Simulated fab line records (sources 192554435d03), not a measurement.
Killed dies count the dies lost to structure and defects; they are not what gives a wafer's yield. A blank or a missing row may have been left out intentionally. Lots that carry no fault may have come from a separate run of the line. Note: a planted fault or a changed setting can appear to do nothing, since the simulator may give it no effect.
Matching of chambers + flow n5Finfet + 4 sister chambers for N5_WELL_APT_DESCUM_13 on rieDiel-01
The step chemistry O2, time 7.9 s. 20 wafers are shown with their chamber, then 10 later ones without.

WAFERS WITH THEIR CHAMBER
| wafer  | chamber | drypumpMotorCurrentA (A) | throttleValvePct (%) | oesProductAu (a.u.) |
|--------|---------|--------------------------|----------------------|---------------------|
| L074.1 | 2       | 5.7                      | 20.75                | 0.71                |
| L074.2 | 1       | 5.7                      | 20.47                | 0.73                |
| L074.5 | 2       | 5.7                      | 20.76                | 0.71                |
| L078.4 | 1       | 5.8                      | 20.50                | 0.71                |
| L078.5 | 3       | 4.8                      | 20.48                | 0.77                |
| L078.6 | 2       | 5.7                      | 20.76                | 0.70                |
| L081.3 | 2       | 5.7                      | 20.78                | 0.69                |
| L081.5 | 2       | 5.7                      | 20.78                | 0.69                |
| L081.6 | 3       | 4.8                      | 20.49                | 0.78                |
| L084.1 | 1       | 5.7                      | 20.50                | 0.70                |
| L084.3 | 0       | 6.5                      | 19.95                | 0.95                |
| L084.6 | 0       | 6.6                      | 19.95                | 0.96                |
| L087.2 | 3       | 4.8                      | 20.52                | 0.76                |
| L087.3 | 0       | 6.5                      | 19.97                | 0.93                |
| L087.6 | 3       | 4.8                      | 20.51                | 0.76                |
| L088.2 | 0       | 6.5                      | 19.96                | 0.92                |
| L088.4 | 2       | 5.7                      | 20.81                | 0.68                |
| L088.6 | 3       | 4.8                      | 20.51                | 0.76                |
| L092.3 | 3       | 4.8                      | 20.55                | 0.75                |
| L092.4 | 1       | 5.7                      | 20.54                | 0.70                |

SIGNATURES (means of the wafers above)
| reading              | chamber 0 | chamber 1 | chamber 2 | chamber 3 | scatter within a chamber |
|----------------------|-----------|-----------|-----------|-----------|--------------------------|
| drypumpMotorCurrentA | 6.525     | 5.725     | 5.700     | 4.800     | 0.0306                   |
| throttleValvePct     | 19.9575   | 20.5025   | 20.7733   | 20.5100   | 0.0225                   |
| oesProductAu         | 0.9400    | 0.7100    | 0.6967    | 0.7633    | 0.0134                   |
Rule: distance of a wafer from a chamber = root of the sum over the readings of ((wafer's reading minus chamber's mean) / reading's scatter) squared. The wafer belongs to the nearest chamber; if the next one is less than 2 further off, it can't be placed. How the scatter is found: for the shown wafers, subtract from each reading the mean of its chamber, square and add these, divide the total by (wafers less chambers), then take the root.

WAFERS WITHOUT THEIR CHAMBER
| wafer  | drypumpMotorCurrentA (A) | throttleValvePct (%) | oesProductAu (a.u.) |
|--------|--------------------------|----------------------|---------------------|
| L092.6 | 4.8                      | 20.54                | 0.75                |
| L094.1 | 6.5                      | 20.01                | 0.90                |
| L094.5 | 4.8                      | 20.55                | 0.75                |
| L094.6 | 6.5                      | 19.98                | 0.90                |
| L095.2 | 6.5                      | 20.00                | 0.89                |
| L095.5 | 5.7                      | 20.54                | 0.70                |
| L095.6 | 6.5                      | 19.99                | 0.90                |
| L097.1 | 6.5                      | 20.01                | 0.88                |
| L097.2 | 5.7                      | 20.55                | 0.69                |
| L097.4 | 4.8                      | 20.54                | 0.74                |

WHICH CHAMBER EACH WENT THROUGH
| wafer  | from the rows above | in truth |
|--------|---------------------|----------|
| L092.6 | 3                   | 3        |
| L094.1 | 0                   | 0        |
| L094.5 | 3                   | 3        |
| L094.6 | 0                   | 0        |
| L095.2 | 0                   | 0        |
| L095.5 | 1                   | 1        |
| L095.6 | 0                   | 0        |
| L097.1 | 0                   | 0        |
| L097.2 | 1                   | 1        |
| L097.4 | 3                   | 3        |
Correct placement for 10 of the 10. Number that these rows cannot place: 0. 0 placed wrongly.
